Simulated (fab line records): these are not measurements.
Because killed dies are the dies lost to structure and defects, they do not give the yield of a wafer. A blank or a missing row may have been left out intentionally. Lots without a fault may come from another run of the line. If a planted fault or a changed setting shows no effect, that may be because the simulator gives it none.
A struck lot beside a sound one + flow n5 finfet + 35 out of 1938 route steps
Sound: these wafers, L229.1, L229.3, L229.4. Struck: wafer L226.2. (L226.1, L226.4 of the same lot were not struck and are left out.) The cause comes at the end.
Order at every step that has rows: each side's tool, ch and its chambers, its first start. Under that, the readings that differ: sound wafers + struck wafers + difference of the means + sigmas: that difference in standard deviations of wafers without a fault.
alike: readings with means less than 2 such deviations apart, plus words and numbers identical on both sides. not compared: withheld readings, readings lacking a value on some wafer, bounds such as >300 that could conceal the same value, and numbers that have no deviation in the record and whose values overlap.
A row with sigmas, a row that says differs or no value, or rows on one side alone: a step with any of these is where the two part. When numbers do not overlap yet have no deviation, they are printed without sigmas and do not part them. A reading missing from all wafers of one side parts the sides only when that side holds two or more wafers.

first, 10 steps without rows for these wafers: N5_BEOL_M7_TRENCH_ETCH_37 (etches SiCOH lowk in C4F6/O2, target depth 93.478 nm, time 31.2 s); N5_BEOL_M7_ETCH_41 (etches SiCN in CH3F/O2, target depth 31.9 nm, time 57.8 s); N5_BEOL_M7_STRIP_80 (strips in N2/H2, time 10 s); N5_BEOL_M7_HM_STRIP_39 (strips TiN in peroxide tin strip, target depth 25 nm, time 158 s); N5_BEOL_M7_SRD_40 (time 30 s); N5_BEOL_M7_PRECLEAN_42 (cleans in residue remover, time 60 s); N5_BEOL_M7_SRD_43 (time 30 s); N5_BEOL_M7_CURE_75 (cures SiCOH lowk, time 120 s); N5_BEOL_M7_DEGAS_44 (time 60 s); N5_BEOL_M7_PRE_CLEAN_45 (time 30 s).
N5_BEOL_M7_ALD_77: deposits TaN, target thk 2 nm, pulse time 2 s, purge time 3 s.
  sound on ald metal-03 ch 1,2,3, day 12 09:51; struck on ald metal-01 ch 1, day 11 07:31
| reading                                 | sound    | struck | difference | sigmas |
|-----------------------------------------|----------|--------|------------|--------|
| ald cycles                              | 40 40 40 | 53     | +13        |        |
| model.TaN_of_BEOL_M7_ALD_77.thk nm (nm) | 2 2 2    | 2.6    | +0.6       |        |
  alike: heater power w
then, 22 steps without rows for these wafers: N5_BEOL_M7_SURFACE_TREAT_79; N5_BEOL_M7_CVD_78 (deposits Co from CCTBA/H2, target thk 2 nm, time 142.3 s); N5_BEOL_M7_SPUTTER_48 (material Cu, target thk 10 nm, time 1.667 s); N5_BEOL_M7_ECD_50 (material Cu, target thk 300 nm); N5_BEOL_M7_ANNEAL_51 (time 90 s); N5_BEOL_M7_CMP_52 (polishes, stops on SiCOH lowk, t overpolish 6.9 s, target thk 80 nm); N5_BEOL_M7_PRE_CLEAN_55 (time 15 s); N5_BEOL_M7_DEP_56 (deposits SiCN from 3MS/NH3, target thk 10 nm, time 17.5 s); N5_BEOL_M8_ILD_DEP_00 (deposits SiCOH lowk from DEMS/porogen, target thk 179.75 nm, time 33.4 s); N5_BEOL_M8_CURE_74 (cures SiCOH lowk, time 240 s); N5_BEOL_M8_PECVD_70 (deposits SiO2 from TEOS/O2, target thk 20 nm, time 22.7 s); N5_BEOL_M8_HM_DEP_02 (deposits TiN, target thk 20 nm); N5_BEOL_M8_COAT_59 (time 60 s, resist thk 100 nm); N5_BEOL_M8_COAT_60 (time 60 s, resist thk 35 nm); N5_BEOL_M8_COAT_05 (resist thk 90 nm); N5_BEOL_M8_EBR_07; N5_BEOL_M8_SOFTBAKE_06 (time 60 s); N5_BEOL_M8_EXPOSE_08 (exposes mask M8); N5_BEOL_M8_PEB_09 (peb time 60 s); N5_BEOL_M8_DEVELOP_10 (develop time 30 s); N5_BEOL_M8_DESCUM_16 (chemistry O2, time 7.9 s); N5_BEOL_M8_ETCH_61 (etches SiARC in CF4, target depth 45.5 nm, time 75.8 s).
-- record jumps: 2 days separate the struck wafers' starts on either side; left off in module BEOL_M8, taken up again in module BEOL_M15, whose first shown step is the route's number 1830 --
N5_BEOL_M15_RC_MEAS_101:
  sound on prober-01 ch 0, day 14 20:00; struck on prober-01 ch 0, day 13 16:39
| reading                   | sound          | struck | difference | sigmas |
|---------------------------|----------------|--------|------------|--------|
| SERP_M7 (ohm/um)          | 13.2 13.9 13.7 | 14.5   | +0.9       | +2     |
| SERP_M7_max_site (ohm/um) | 13.6 14.4 14.5 | 15.5   | +1.3       | +3     |
| SERP_M8 (ohm/um)          | 13.8 13.3 13.9 | 15.0   | +1.3       | +3     |
  alike: COMB_M10, COMB_M11, COMB_M12, COMB_M13, COMB_M14, COMB_M15, COMB_M5, COMB_M6, COMB_M7, COMB_M8, COMB_M9, COMB_M9_max_site, SERP_M10, SERP_M11, SERP_M12, SERP_M13, SERP_M14, SERP_M5, SERP_M6, SERP_M9
next, for these wafers, 1 step has no rows: N5_PASSIVATION_PROBE_49.

WHERE THEY PART
Only at N5_BEOL_M15_RC_MEAS_101, as far as this record shows.

WHY: what the simulator had put in
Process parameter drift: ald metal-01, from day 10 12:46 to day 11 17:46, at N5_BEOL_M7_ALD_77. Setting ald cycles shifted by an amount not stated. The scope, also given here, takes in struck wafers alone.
